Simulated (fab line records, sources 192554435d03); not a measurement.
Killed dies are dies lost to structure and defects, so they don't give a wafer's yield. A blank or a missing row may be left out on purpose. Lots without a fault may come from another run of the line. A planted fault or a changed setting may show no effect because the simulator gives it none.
fab line records | flow n5_finfet
record lots=6 wafers=18 last_day=18
route steps=1938 shown SDB@353 BEOL_M4@1111 PASSIVATION@1936
lots that met no fault: from a run of the same line without faults
start_h: hours from the record's first day to the start of the lot's first wafer shown | wait_h: hours since the lot's step before | " the same as in the row above | L1.1+2: a row that stands for several wafers | - no value, or no start given | * or withheld: withheld | < > ~ a bound
route shown NAME@n: a module of which the file shows steps, and the number in the route of the first | usual: mean/standard deviation of fault-free wafers | same: alike in all rows | chamber/n: place in a boat | sites: the reading at each site | _std_site: their standard deviation | _edge_site: outer sites' mean less inner sites' | radius_mm: how far each site lies from the wafer's centre | mask NAME#n: copy n | behind: the tool/chamber that last shaped the wafer | hold: why the lot was held/for how many hours/how that ended | device: the transistor (n, p or np) that didn't switch | end of line: the same wafers' tests at the end of the route | a step without rows: its recipe alone | killed: dies lost to structure and defects at the first sort, not the wafer's yield | map: a wafer's dies, x killed, . not, _ none there
set.NAME: the setting as run; set.NAME@STEP: as run at that earlier step | model.NAME: the simulator's own value behind a step, which no gauge read
lots at some steps of the route; a table a step, a row a wafer
services: from which hour (start_h, from the record's first day; less than 0 if before it) a tool's chamber was out of use, for how many hours, and why
## steps
# step N5_SDB_EXPOSE_08
# recipe mask_id=SDB na=1.35 source_shape=conventional sigma_outer=0.5 polarization=unpolarized dose_mj=49.6
# step N5_SDB_PEB_09
# recipe peb_temp_c=withheld peb_time_s=60 resist=CAR-ArF
# step N5_SDB_DEVELOP_10
# recipe develop_time_s=30 developer=TMAH resist=CAR-ArF rinse_liquid=diw dry=air_spin dev_temp_c=23
# step N5_SDB_CD_MEAS_11
# recipe target_cd_nm=50 landing_energy_ev=500 detector=se_inlens polarity=opening
# usual cd_nm=50.1/0.98
# columns lot.wafer tool chamber start_h wait_h cd_nm
L865.4 cd_sem-03 0 71.28 - 49.7
L865.5 " 0 " " 49.8
L865.6 " 0 " " 49.5
L869.1 cd_sem-02 0 97.58 - 49.1
L869.3 " 0 " " 49.3
L869.5 " 0 " " 49.2
L876.1 cd_sem-03 0 144.42 - 51.3
L876.2 " 0 " " 50.5
L876.6 " 0 " " 51.2
L877.1 cd_sem-02 0 147.94 - 51.8
L877.4 " 0 " " 49.0
L877.5 " 0 " " 50.4
L886.4 cd_sem-02 0 199.12 - 49.9
L886.5 " 0 " " 49.9
L886.6 " 0 " " 50.9
L887.3 cd_sem-01 0 203.29 - 49.2
L887.5 " 0 " " 49.6
L887.6 " 0 " " 49.1
# step N5_SDB_OVL_MEAS_12
# recipe points_per_wafer=44
# usual SDB_OVL=0.3/0.8
# columns lot.wafer tool chamber start_h wait_h SDB_OVL[nm]
L865.4 overlay-02 0 71.31 0.0 0.9
L865.5 " 0 " " 1.3
L865.6 " 0 " " 1.5
L869.1 overlay-02 0 97.61 0.0 0.2
L869.3 " 0 " " 0.3
L869.5 " 0 " " 0.7
L876.1 overlay-01 0 144.45 0.0 0.6
L876.2 " 0 " " 0.7
L876.6 " 0 " " 0.3
L877.1 overlay-02 0 147.97 0.0 0.9
L877.4 " 0 " " 0.0
L877.5 " 0 " " 1.5
L886.4 overlay-02 0 199.15 0.0 0.3
L886.5 " 0 " " 0.2
L886.6 " 0 " " 0.9
L887.3 overlay-01 0 203.32 0.0 -2.2
L887.5 " 0 " " -0.2
L887.6 " 0 " " 0.5
# step N5_SDB_INSPECT_13
# recipe mode=adi inspect_instrument=brightfield
# usual raw_defect_count=83/35
# columns lot.wafer tool chamber start_h wait_h raw_defect_count
L865.4 defect_inspect-01 - 71.34 0.0 51
L865.5 " - " " 68
L865.6 " - " " 53
L869.1 defect_inspect-02 - 97.63 0.0 73
L869.3 " - " " 82
L869.5 " - " " 65
L876.1 defect_inspect-02 - 144.47 0.0 102
L876.2 " - " " 114
L876.6 " - " " 124
L877.1 defect_inspect-02 - 147.99 0.0 60
L877.4 " - " " 116
L877.5 " - " " 87
L886.4 defect_inspect-02 - 199.17 0.0 66
L886.5 " - " " 71
L886.6 " - " " 102
L887.3 defect_inspect-02 - 203.35 0.0 58
L887.5 " - " " 39
L887.6 " - " " 21
# step N5_SDB_DESCUM_16
# recipe chemistry=O2 time_s=7.9 source_power_w=50 bias_power_w=20 pressure_mtorr=20 rf_frequency_hz=2.712e+07 temp_c=40 resist=CAR-ArF o2_flow_sccm=225
# usual drypump_motor_current_A=5.7/0.44 oes_product_au=0.75/0.064 rf_vpp_V=242.5/1 showerhead_plenum_p_Torr=2.06/0.031 throttle_valve_pct=20.49/0.22
# columns lot.wafer tool chamber start_h wait_h drypump_motor_current_A oes_product_au rf_hours_counter_h rf_vpp_V showerhead_plenum_p_Torr throttle_valve_pct
L865.4 rie_diel-01 0 71.70 0.4 6.5 0.96 6 242.0 2.06 19.96
L865.5 " 2 " " 5.7 0.69 - 243.9 2.06 20.79
L865.6 " 1 " " 5.7 0.70 - 243.1 2.08 20.53
L869.1 rie_diel-05 3 98.17 0.5 5.8 0.73 184 242.8 2.08 20.82
L869.3 " 0 " " 5.1 0.71 208 243.6 2.08 20.42
L869.5 " 0 " " 5.1 0.70 - 242.2 2.08 20.43
L876.1 rie_diel-02 3 144.51 0.0 6.0 0.78 105 243.6 2.11 20.29
L876.2 " 2 " " 5.9 0.75 160 242.3 2.08 20.76
L876.6 " 0 " " 5.6 0.80 - 241.8 2.03 20.45
L877.1 rie_diel-02 1 148.57 0.6 6.1 0.73 151 242.5 2.10 20.24
L877.4 " 0 " " 5.7 0.79 101 242.1 2.03 20.45
L877.5 " 1 " " 6.1 0.73 - 242.8 2.10 20.26
L886.4 rie_diel-02 2 199.21 0.0 6.0 0.73 179 243.2 2.08 20.81
L886.5 " 2 " " 6.0 0.72 - 242.7 2.07 20.81
L886.6 " 1 " " 6.1 0.72 - 241.8 2.09 20.27
L887.3 rie_diel-02 2 203.38 0.0 6.0 0.73 180 242.9 2.07 20.81
L887.5 " 1 " " 6.1 0.71 - 244.2 2.09 20.27
L887.6 " 0 " " 5.6 0.78 - 244.2 2.02 20.49
# step N5_SDB_ETCH_17
# recipe chemistry=CF4 target=SiARC target_depth_a=234 mask_material=CAR-ArF time_s=39 ion_energy_ev=80 pressure_mtorr=40 source_w=545 bias_w=36 Ar_flow_sccm=100 cf4_flow_sccm=100 ends=cleared
# usual drypump_motor_current_A=5.7/0.44 etch_rf_on_time_s=38.9/0.6 oes_product_au=0.64/0.055 rf_vpp_V=183.7/0.87 showerhead_plenum_p_Torr=2.11/0.032 throttle_valve_pct=15.69/0.24
# columns lot.wafer tool chamber start_h wait_h drypump_motor_current_A etch_rf_on_time_s oes_product_au rf_hours_counter_h rf_vpp_V showerhead_plenum_p_Torr throttle_valve_pct
L865.4 rie_diel-01 0 71.74 0.0 6.5 39.3 0.81 6 184.7 2.11 15.11
L865.5 " 2 " " 5.7 39.8 0.59 - 183.3 2.12 16.03
L865.6 " 1 " " 5.7 38.8 0.61 - 184.0 2.12 15.73
L869.1 rie_diel-05 3 98.20 0.0 5.7 39.2 0.62 184 182.6 2.13 16.01
L869.3 " 0 " " 5.1 39.0 0.60 208 185.4 2.12 15.59
L869.5 " 0 " " 5.1 39.0 0.60 - 184.0 2.12 15.55
L876.1 rie_diel-02 3 144.54 0.0 6.0 38.1 0.67 106 183.6 2.16 15.51
L876.2 " 2 " " 5.9 40.0 0.64 160 183.9 2.14 16.04
L876.6 " 0 " " 5.6 38.6 0.68 - 183.7 2.07 15.56
L877.1 rie_diel-02 1 148.60 0.0 6.1 38.1 0.63 151 185.2 2.14 15.44
L877.4 " 0 " " 5.6 38.4 0.68 101 185.3 2.07 15.55
L877.5 " 1 " " 6.1 38.8 0.62 - 182.9 2.14 15.43
L886.4 rie_diel-02 2 199.24 0.0 5.9 39.8 0.63 179 184.3 2.14 16.07
L886.5 " 2 " " 5.9 40.1 0.61 - 185.4 2.14 16.06
L886.6 " 1 " " 6.1 38.3 0.62 - 183.5 2.14 15.48
L887.3 rie_diel-02 2 203.41 0.0 5.9 39.9 0.62 180 183.1 2.14 16.07
L887.5 " 1 " " 6.1 38.5 0.62 - 184.8 2.14 15.48
L887.6 " 0 " " 5.6 38.2 0.67 - 183.7 2.07 15.62
# step N5_SDB_ETCH_18
# recipe chemistry=N2/H2 target=SOC target_depth_a=1000 overetch_a=200 mask_material=SiARC temp_c=40 time_s=150 ion_energy_ev=200 pressure_mtorr=30 source_w=840 bias_w=150 n2_flow_sccm=200 h2_flow_sccm=200
# usual drypump_motor_current_A=5.7/0.44 oes_product_au=0.67/0.056 rf_vpp_V=522.9/1.3 showerhead_plenum_p_Torr=2.51/0.038 throttle_valve_pct=17.88/0.23
# columns lot.wafer tool chamber start_h wait_h drypump_motor_current_A oes_product_au rf_hours_counter_h rf_vpp_V showerhead_plenum_p_Torr throttle_valve_pct
L865.4 rie_diel-01 0 71.77 0.0 6.5 0.85 6 522.2 2.51 17.32
L865.5 " 2 " " 5.7 0.63 - 523.6 2.51 18.16
L865.6 " 1 " " 5.7 0.64 - 522.9 2.52 17.94
L869.1 rie_diel-05 3 98.24 0.0 5.8 0.65 184 523.5 2.52 18.15
L869.3 " 0 " " 5.1 0.62 208 524.1 2.52 17.80
L869.5 " 0 " " 5.1 0.63 - 524.3 2.52 17.80
L876.1 rie_diel-02 3 144.58 0.0 6.1 0.69 106 523.8 2.56 17.71
L876.2 " 2 " " 5.9 0.67 160 521.6 2.54 18.23
L876.6 " 0 " " 5.6 0.71 - 521.4 2.46 17.75
L877.1 rie_diel-02 1 148.64 0.0 6.1 0.65 151 524.5 2.55 17.67
L877.4 " 0 " " 5.7 0.70 101 521.3 2.46 17.74
L877.5 " 1 " " 6.1 0.65 - 523.5 2.55 17.67
L886.4 rie_diel-02 2 199.28 0.0 6.0 0.66 179 524.4 2.53 18.27
L886.5 " 2 " " 6.0 0.66 - 524.1 2.53 18.26
L886.6 " 1 " " 6.1 0.64 - 523.3 2.55 17.71
L887.3 rie_diel-02 2 203.45 0.0 5.9 0.66 180 524.9 2.53 18.28
L887.5 " 1 " " 6.1 0.64 - 523.7 2.55 17.71
L887.6 " 0 " " 5.6 0.69 - 522.0 2.45 17.78
# step N5_SDB_STRIP_19
# recipe chemistry=N2/H2 temp_c=40 n2_flow_sccm=200 h2_flow_sccm=200 rf_frequency_hz=6e+07
# step N5_SDB_STRIP_21
# recipe chemistry=CF4 resist=SiARC power_w=300 bias_power_w=75 pressure_mtorr=50 cf4_flow_sccm=150 rf_frequency_hz=6e+07
# usual drypump_motor_current_A=5.7/0.44 oes_product_au=0.74/0.061 rf_vpp_V=270.6/1 showerhead_plenum_p_Torr=1.773/0.027 throttle_valve_pct=13.67/0.25
# columns lot.wafer tool chamber start_h wait_h drypump_motor_current_A oes_product_au rf_hours_counter_h rf_vpp_V showerhead_plenum_p_Torr throttle_valve_pct
L865.4 rie_diel-01 0 71.91 0.0 6.5 0.94 6 271.4 1.768 13.07
L865.5 " 2 " " 5.7 0.70 - 271.3 1.780 14.04
L865.6 " 1 " " 5.7 0.70 - 270.3 1.786 13.75
L869.1 rie_diel-05 3 98.38 0.0 5.7 0.73 184 272.0 1.790 14.00
L869.3 " 0 " " 5.1 0.69 208 270.9 1.776 13.58
L869.5 " 0 " " 5.1 0.70 - 271.0 1.776 13.59
L876.1 rie_diel-02 3 144.72 0.0 6.0 0.77 106 271.5 1.807 13.49
L876.2 " 2 " " 5.9 0.75 160 271.0 1.796 13.98
L876.6 " 0 " " 5.6 0.78 - 269.9 1.731 13.51
L877.1 rie_diel-02 1 148.78 0.0 6.1 0.73 151 271.4 1.799 13.43
L877.4 " 0 " " 5.6 0.79 101 269.5 1.732 13.52
L877.5 " 1 " " 6.1 0.72 - 270.3 1.798 13.44
L886.4 rie_diel-02 2 199.41 0.0 5.9 0.73 179 271.3 1.791 14.03
L886.5 " 2 " " 6.0 0.73 - 270.4 1.790 14.04
L886.6 " 1 " " 6.1 0.71 - 270.8 1.794 13.47
L887.3 rie_diel-02 2 203.59 0.0 5.9 0.73 180 269.6 1.790 14.03
L887.5 " 1 " " 6.1 0.71 - 271.8 1.793 13.49
L887.6 " 0 " " 5.6 0.77 - 270.1 1.726 13.56
# step N5_SDB_HM_OPEN_20
# recipe chemistry=CH3F/O2 target=SiNx mask_material=SOC target_depth_a=240 stop_on=poly-Si over_etch_frac=0.4 ion_energy_ev=120 pressure_mtorr=30 source_w=395 bias_w=73 Ar_flow_sccm=150 CH3F_flow_sccm=30 O2_flow_sccm=20
# usual drypump_motor_current_A=5.7/0.44 oes_product_au=0.62/0.052 rf_vpp_V=297.2/2.3 showerhead_plenum_p_Torr=1.97/0.031 throttle_valve_pct=16.41/0.24
# columns lot.wafer tool chamber start_h wait_h drypump_motor_current_A oes_product_au rf_hours_counter_h rf_vpp_V showerhead_plenum_p_Torr throttle_valve_pct
L865.4 rie_diel-01 0 71.93 0.0 6.5 0.80 6 298.5 1.97 15.85
L865.5 " 2 " " 5.7 0.57 - 295.6 1.98 16.74
L865.6 " 1 " " 5.7 0.59 - 299.4 1.97 16.41
L869.1 rie_diel-05 3 98.40 0.0 5.7 0.60 184 298.1 1.99 16.72
L869.3 " 0 " " 5.1 0.57 208 292.4 1.98 16.29
L869.5 " 0 " " 5.1 0.57 - 293.1 1.98 16.29
L876.1 rie_diel-02 3 144.74 0.0 6.1 0.63 106 298.8 2.02 16.24
L876.2 " 2 " " 5.9 0.62 160 294.3 2.00 16.77
L876.6 " 0 " " 5.6 0.65 - 298.0 1.94 16.33
L877.1 rie_diel-02 1 148.80 0.0 6.1 0.60 151 299.4 2.00 16.16
L877.4 " 0 " " 5.6 0.65 101 297.0 1.94 16.32
L877.5 " 1 " " 6.1 0.61 - 301.2 2.00 16.16
L886.4 rie_diel-02 2 199.43 0.0 6.0 0.62 179 291.9 2.00 16.78
L886.5 " 2 " " 5.9 0.60 - 293.2 2.00 16.81
L886.6 " 1 " " 6.1 0.59 - 301.6 2.00 16.20
L887.3 rie_diel-02 2 203.61 0.0 5.9 0.60 180 293.9 2.00 16.79
L887.5 " 1 " " 6.1 0.59 - 300.1 2.00 16.21
L887.6 " 0 " " 5.6 0.64 - 296.7 1.93 16.37
# step N5_SDB_STRIP_22
# recipe chemistry=N2/H2 power_w=1000 temp_c=250 h2_frac=0.65 overash_fraction=0.3 pressure_mtorr=withheld n2_flow_sccm=1750 h2_flow_sccm=3250
# usual drypump_motor_current_A=5.7/0.41 heater_power_w=334/36 oes_product_au=0.715/0.005 strip_time_to_endpoint_s=96.2/0.33
# columns lot.wafer tool chamber start_h wait_h drypump_motor_current_A heater_power_w oes_product_au rf_hours_counter_h strip_time_to_endpoint_s
L865.4 plasma_asher-02 0 72.07 0.1 5.4 339 0.721 - 96.5
L865.5 " 1 " " 5.2 288 0.707 - 96.6
L865.6 " 0 " " 5.4 349 0.724 - 96.5
L869.1 plasma_asher-01 0 98.48 0.1 6.3 321 0.712 86 95.7
L869.3 " 0 " " 6.3 314 0.711 - 95.7
L869.5 " 1 " " 5.6 387 0.709 - 96.2
L876.1 plasma_asher-02 0 144.82 0.1 5.5 345 0.720 49 94.0
L876.2 " 1 " " 5.2 286 0.721 49 94.4
L876.6 " 1 " " 5.2 286 0.720 - 94.0
L877.1 plasma_asher-02 0 148.88 0.1 5.5 339 0.722 49 94.0
L877.4 " 1 " " 5.2 286 0.720 - 93.6
L877.5 " 1 " " 5.2 290 0.728 - 93.8
L886.4 plasma_asher-01 1 199.56 0.1 5.6 391 0.716 - 96.7
L886.5 " 1 " " 5.6 382 0.715 - 96.3
L886.6 " 0 " " 6.3 322 0.715 - 96.1
L887.3 plasma_asher-01 0 203.73 0.1 6.3 321 0.712 - 96.3
L887.5 " 0 " " 6.3 325 0.719 - 95.9
L887.6 " 1 " " 5.6 396 0.718 - 96.3
# step N5_SDB_PRECLEAN_23
# recipe chemistry=dHF time_s=30 temp_c=25 dilution=withheld
# step N5_BEOL_M4_RC_MEAS_101
# usual DIBL_N=36.5/1.4 DIBL_P=36.5/1.6 IOFF_N=0.163/0.022 IOFF_P=0.219/0.029 ION_N=675/8.3 ION_P=464/6.2 SS_N=71.5/0.52 SS_P=73.4/0.57 VT_N=249.7/2.6 VT_P=-250/3
# columns lot.wafer tool chamber start_h wait_h DIBL_N[mV/V] DIBL_P[mV/V] IOFF_N[nA/um] IOFF_P[nA/um] ION_N[uA/um] ION_P[uA/um] SS_N[mV/dec] SS_P[mV/dec] VT_N[mV] VT_P[mV]
L865.4 prober-01 0 171.63 0.5 36.0 34.1 0.126 0.197 664 463 71.4 72.9 258.0 -250
L865.5 " 0 " " 37.7 36.0 0.153 0.229 663 462 71.5 73.4 254.3 -247
L865.6 " 0 " " 36.5 33.8 0.126 0.191 667 460 71.8 73.0 257.9 -251
L869.1 prober-02 0 201.60 0.0 37.2 36.7 0.175 0.217 675 462 71.6 74.2 249.6 -253
L869.3 " 0 " " 36.6 35.0 0.162 0.191 679 463 71.9 73.3 253.3 -253
L869.5 " 0 " " 38.3 38.0 0.198 0.237 681 470 71.6 74.3 247.6 -250
L877.1 prober-01 0 246.45 0.0 36.2 37.9 0.182 0.281 683 477 72.1 73.4 245.3 -242
L877.4 " 0 " " 36.1 38.0 0.189 0.304 691 483 71.5 73.7 244.6 -241
L877.5 " 0 " " 35.5 37.1 0.170 0.271 680 476 71.5 74.0 247.4 -244
L876.1 prober-02 0 248.00 0.0 36.6 35.6 0.175 0.246 674 471 72.5 73.1 246.5 -247
L876.2 " 0 " " 36.0 35.5 0.164 0.233 677 467 71.6 73.6 243.1 -247
L876.6 " 0 " " 36.1 35.9 0.170 0.235 681 472 71.4 73.8 247.6 -245
L886.4 prober-02 0 310.83 0.5 34.2 35.8 0.136 0.198 681 470 71.7 73.1 250.4 -252
L886.5 " 0 " " 34.4 36.2 0.140 0.202 674 467 71.6 72.8 251.3 -250
L886.6 " 0 " " 33.5 35.1 0.131 0.191 666 466 70.4 72.6 252.4 -252
L887.3 prober-02 0 317.03 0.3 36.0 35.2 0.146 0.213 671 470 72.1 73.3 251.6 -248
L887.5 " 0 " " 36.0 35.6 0.148 0.219 673 463 71.5 73.5 250.7 -249
L887.6 " 0 " " 34.4 32.7 0.123 0.188 675 471 70.1 73.1 250.2 -250
# step N5_PASSIVATION_PROBE_49
# usual defect_limited_yield=91.2/1.6 killed_at_M0_to_M3=33/11 killed_at_M4_up=15/6.2 killed_at_contacts=15/7.1 killed_at_front_end=38/12 killed_at_other=4/3.5 killed_dies=104/19 killed_open=69/14 killed_short=34/8.5 sort_bin_5_function=5.2/0.99 sort_bin_6_memory=3.3/0.77 sort_n_pass=1076/19 sort_yield_pct=91.2/1.6
# same gross_dies=1180 killed_at_back_side=0 sort_bin_4_leakage[%]=0 sort_bin_8_speed[%]=0
# columns lot.wafer tool chamber start_h wait_h defect_limited_yield[%] killed_at_M0_to_M3 killed_at_M4_up killed_at_contacts killed_at_front_end killed_at_other killed_dies killed_open killed_short sort_bin_5_function[%] sort_bin_6_memory[%] sort_n_pass sort_yield_pct[%]
L877.1 prober-01 - 347.68 0.0 91.9 25 12 12 44 2 95 58 33 4.3 3.3 1085 91.9
L877.5 prober-01 - 347.88 0.2 90.3 26 15 11 61 2 115 72 42 5.9 3.1 1065 90.3
# killed by level:class
L877.1 MOL_CONTACT_COAG:geometric_particle:open=10 STI_FIN_REVEAL:geometric_particle:open=9 GATE_CUT:geometric_particle:short=6 BEOL_M4:geometric_particle:open=6 FIN_SAQP:geometric_particle:open=5 ILD0:geometric_particle:short=5 DUMMY_GATE:geometric_particle:open=5 BEOL_M0:geometric_particle:short=5
L877.5 FIN_SAQP:geometric_particle:short=15 STI_FIN_REVEAL:geometric_particle:open=13 MOL_CONTACT_COAG:geometric_particle:open=10 FIN_SAQP:geometric_particle:open=8 BEOL_M4:geometric_particle:open=8 BEOL_M2:geometric_particle:open=7 BEOL_M1:geometric_particle:open=6 GATE_CUT:geometric_particle:short=5
## services
# columns tool chamber start_h hours kind
rie_diel-01 1 50.00 2.5 repair
rie_diel-02 - 55.82 15.6 pm
rie_diel-05 0 62.35 5.0 repair
plasma_asher-02 - 77.58 0.3 repair
rie_diel-01 1 88.68 15.3 repair
plasma_asher-02 - 89.32 2.0 repair
plasma_asher-02 - 92.62 0.3 repair
rie_diel-01 1 126.77 8.7 repair
plasma_asher-01 - 130.10 3.4 repair
rie_diel-01 2 136.93 - clean
rie_diel-01 2 136.93 - consumable_replace:focus_ring
rie_diel-01 2 136.93 22.3 scheduled_down
rie_diel-01 2 136.93 22.3 vent_cycle
rie_diel-05 0 141.50 9.7 repair
rie_diel-05 1 163.92 15.8 repair
plasma_asher-02 - 164.43 2.8 pm
plasma_asher-01 - 167.18 2.8 pm
rie_diel-05 1 184.07 - clean
rie_diel-05 1 184.07 - consumable_replace:focus_ring
rie_diel-05 1 184.07 21.9 scheduled_down
rie_diel-05 1 184.07 21.9 vent_cycle
## key
first_sign step=N5_SDB_STRIP_22 reading=strip_time_to_endpoint_s direction=down sigmas=6.6 usual=* struck=*
effect none on later readings
met_at N5_SDB_STRIP_22
struck_wafers L876.1,L876.2,L876.6,L877.1,L877.4,L877.5
onset_between 72.07 144.82
fault kind=process_parameter_drift tool=plasma_asher-02 chamber=- onset_h=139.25 steps=N5_SDB_STRIP_22 channel=power_w offset=* shape=step end_h=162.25 acts_in=* stated=*
